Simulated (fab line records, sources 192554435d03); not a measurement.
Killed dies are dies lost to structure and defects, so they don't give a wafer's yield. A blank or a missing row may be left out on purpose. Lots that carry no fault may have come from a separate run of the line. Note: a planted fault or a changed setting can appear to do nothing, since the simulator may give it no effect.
Split-lot study    flow n5-finfet    on a route of 1938 steps: 7 lots, 21 wafers read

## ABOUT THE SPLIT
At N5_BEOL_M14_EXPOSE_07 (exposes mask V13), the setting dose-mj was moved away from the recipe's 57 on 8 of the 21 wafers read, by -5.2% to +6.0%. The other wafers ran this setting at the recipe's value.

## FROM THE SPLIT TO THE READING: what the file shows between them, 11 steps
- N5_BEOL_M14_PEB_08: peb time 90 s
- N5_BEOL_M14_DEVELOP_09: develop time 45 s
- N5_BEOL_M14_HARDBAKE_14: time 120 s
- N5_BEOL_M14_CD_MEAS_10: target cd 250 nm
- N5_BEOL_M14_DESCUM_15: chemistry O2, time 7.9 s
- N5_BEOL_M14_ETCH_59: etches BARC in N2/H2, target depth 89 nm, overetch 26.7 nm, time 67.9 s
- N5_BEOL_M14_VIA_ETCH_16: etches SiO2 in C4F8/O2/Ar, target depth 1231.3 nm
- N5_BEOL_M14_STRIP_63: strips in O2
- N5_BEOL_M14_STRIP_64: strips in O2
- N5_BEOL_M14_STRIP_71: strips in post etch residue remover, time 60 s
- N5_BEOL_M14_SRD_72: time 30 s, dry time 30 s

## THE READING
cd-nm at N5_BEOL_M14_CD_MEAS_17, given in nm (cd target 250 nm). A value of 252.2 nm with a standard deviation of 1.7 nm is what fault-free wafers of this fab line usually give.

wafer   tool, chamber at the split  dose-mj as run  against the recipe  cd-nm, nm  against lot-mates on the recipe
L074.2  krf-scanner-01, 0           59.39           +4.2%               259.4      +9.8
L074.4  krf-scanner-01, 0           57              recipe              249.7      -
L074.6  krf-scanner-01, 0           57              recipe              249.6      -
L076.1  krf-scanner-02, 0           60.4            +6.0%               263.2      +10.0
L076.2  krf-scanner-02, 0           57              recipe              254.6      -
L076.4  krf-scanner-02, 0           57              recipe              251.8      -
L077.1  krf-scanner-02, 0           59.02           +3.5%               258.2      +6.6
L077.2  krf-scanner-02, 0           57              recipe              251.6      -
L077.6  krf-scanner-02, 0           59.02           +3.5%               258.8      +7.2
L085.1  krf-scanner-02, 0           57              recipe              249.5      -
L085.5  krf-scanner-02, 0           58.57           +2.8%               258.5      +8.2
L085.6  krf-scanner-02, 0           57              recipe              251.0      -
L089.1  krf-scanner-02, 0           57              recipe              251.7      -
L089.3  krf-scanner-02, 0           57              recipe              255.0      -
L089.6  krf-scanner-02, 0           57              recipe              250.9      -
L096.1  krf-scanner-01, 0           54.06           -5.2%               239.9      no lot-mate on the recipe
L096.4  krf-scanner-01, 0           54.06           -5.2%               242.0      no lot-mate on the recipe
L096.5  krf-scanner-01, 0           54.06           -5.2%               240.8      no lot-mate on the recipe
L095.1  krf-scanner-01, 0           57              recipe              251.7      -
L095.2  krf-scanner-01, 0           57              recipe              251.1      -
L095.6  krf-scanner-01, 0           57              recipe              250.3      -

THE FIT
A straight line over all 21 wafers: cd-nm changes by +2.03 nm for each +1% of dose-mj; r = +0.97; the points scatter about the line by 1.5 nm.
The same after taking each lot's own level away (the mean of its wafers on the recipe; 18 wafers): +1.98 nm for each +1%; r = +0.95; scatter 1.3 nm.
That fit puts the effect of the largest move of dose-mj on the reading at 12 nm.
The lots' own levels span 249.65 to 253.20 nm, that is 2.1 times the standard deviation above.
Consequently the slope shifts little with the lot-to-lot level, the two slopes agreeing.
Check: with one of the wafers moved furthest among these (+6.0%) left out of the fit, the line predicts +13.3 nm for it against its lot-mates. It came out at +10 nm against them.

## THE WHOLE CHAIN: every reading that the file lists as answering this split, in the file's order
step                    what it does      reading  change (the file's fit)               r (the file's)
N5_BEOL_M14_CD_MEAS_10  target cd 250 nm  cd-nm    +1.91 nm for each +1% of the setting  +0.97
N5_BEOL_M14_CD_MEAS_17  target cd 250 nm  cd-nm    +2.02 nm for each +1% of the setting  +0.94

## THE FILE'S OWN FIT
cd-nm changes by +2.02 nm for each +1% of dose-mj, r = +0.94.
